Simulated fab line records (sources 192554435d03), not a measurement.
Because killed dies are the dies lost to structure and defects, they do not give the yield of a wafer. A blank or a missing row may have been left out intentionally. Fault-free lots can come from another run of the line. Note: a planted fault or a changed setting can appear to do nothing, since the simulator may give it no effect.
The tool behind it: which one? ; flow n5Finfet ; Sampling: 10 lots, 30 wafers, 4 of 1938 route steps

== WHAT THE GAUGES SHOWED, per wafer ==
N5_BEOL_M0_RS_MEAS_126: uses a four-point probe to measure.
lot;measured;on;M0_RS (ohm/sq)
L495;day 6 01:56;filmMetro-01;0.530 0.515 0.500
L498;day 6 19:07;filmMetro-02;0.504 0.532 0.517
L501;day 7 14:52;filmMetro-01;0.513 0.510 0.513
L502;day 7 16:28;filmMetro-01;0.512 0.516 0.503
L506;day 9 05:32;filmMetro-01;0.530 0.515 0.544
L507;day 9 09:38;filmMetro-01;0.564 0.564 0.553
L508;day 9 14:23;filmMetro-01;0.540 0.522 0.501
L511;day 9 21:38;filmMetro-01;0.590 0.607 0.590
L512;day 10 06:51;filmMetro-02;0.596 0.574 0.569
L513;day 10 10:13;filmMetro-02;0.571 0.603 0.558

== TOOL THAT RAN EACH LOT (tool first, then ch and the chambers of the sampled wafers, then the start) ==
lot;N5_BEOL_M0_SAQP_PECVD_00;N5_BEOL_M0_ANNEAL_119;N5_BEOL_M0_CO_CAP_123
L495;pecvd-01 ch 0,2, day 5 13:46;rtpAnneal-02 ch 0, day 6 01:07;cvdCo-02 ch 0,1, day 6 01:45
L498;pecvd-03 ch 1,2, day 6 06:28;rtpAnneal-02 ch 0, day 6 18:12;cvdCo-02 ch 0,2, day 6 18:54
L501;pecvd-02 ch 0,1,2, day 6 23:54;rtpAnneal-01 ch 0, day 7 14:01;cvdCo-01 ch 0,1,2, day 7 14:41
L502;pecvd-02 ch 0,2, day 7 03:50;rtpAnneal-01 ch 0, day 7 15:33;cvdCo-02 ch 0,1,2, day 7 16:17
L506;pecvd-01 ch 0,2, day 8 15:31;rtpAnneal-01 ch 0, day 9 04:42;cvdCo-01 ch 1,2, day 9 05:22
L507;pecvd-01 ch 0,1,2, day 8 18:31;rtpAnneal-02 ch 0, day 9 08:47;cvdCo-02 ch 0,1,2, day 9 09:27
L508;pecvd-03 ch 0,1, day 8 21:31;rtpAnneal-02 ch 0, day 9 13:29;cvdCo-02 ch 0,1, day 9 14:10
L511;pecvd-01 ch 0,1,2, day 9 09:07;rtpAnneal-02 ch 0, day 9 20:53;cvdCo-01 ch 0,1,2, day 9 21:28
L512;pecvd-01 ch 0,2, day 9 17:59;rtpAnneal-02 ch 0, day 10 06:02;cvdCo-02 ch 0,1,2, day 10 06:40
L513;pecvd-01 ch 0,1,2, day 9 20:59;rtpAnneal-01 ch 0, day 10 09:25;cvdCo-01 ch 0,2, day 10 10:02
- N5_BEOL_M0_SAQP_PECVD_00: deposits SiCN from 3MS/NH3, target thk 8 nm, time 14 s.
- N5_BEOL_M0_ANNEAL_119: time 90 s.
- N5_BEOL_M0_CO_CAP_123: material Co, precursor CCTBA/H2, target thk 2 nm, time 102.1 s.

== THE ANSWER, worked out from the rows above alone ==
Rule: the lots themselves supply what counts as usual. Put in order of their means at a reading, lots are off if they are a third of the lots or fewer, leave a main group of 4 or more, and stand apart from it by a gap of 3 or more times the standard deviation of the main group's means; of several such gaps the widest counts. Not used: any main group whose means are identical at the precision the tables above print for the reading. Also off: a lot with no number at a reading for which 4 or more lots have one. Where the step has rows for the other lots, those lots are counted as sound.
No lot is off at any reading shown: from this, nothing can be told.

== WHAT HAD BEEN PUT IN BY THE SIMULATOR ==
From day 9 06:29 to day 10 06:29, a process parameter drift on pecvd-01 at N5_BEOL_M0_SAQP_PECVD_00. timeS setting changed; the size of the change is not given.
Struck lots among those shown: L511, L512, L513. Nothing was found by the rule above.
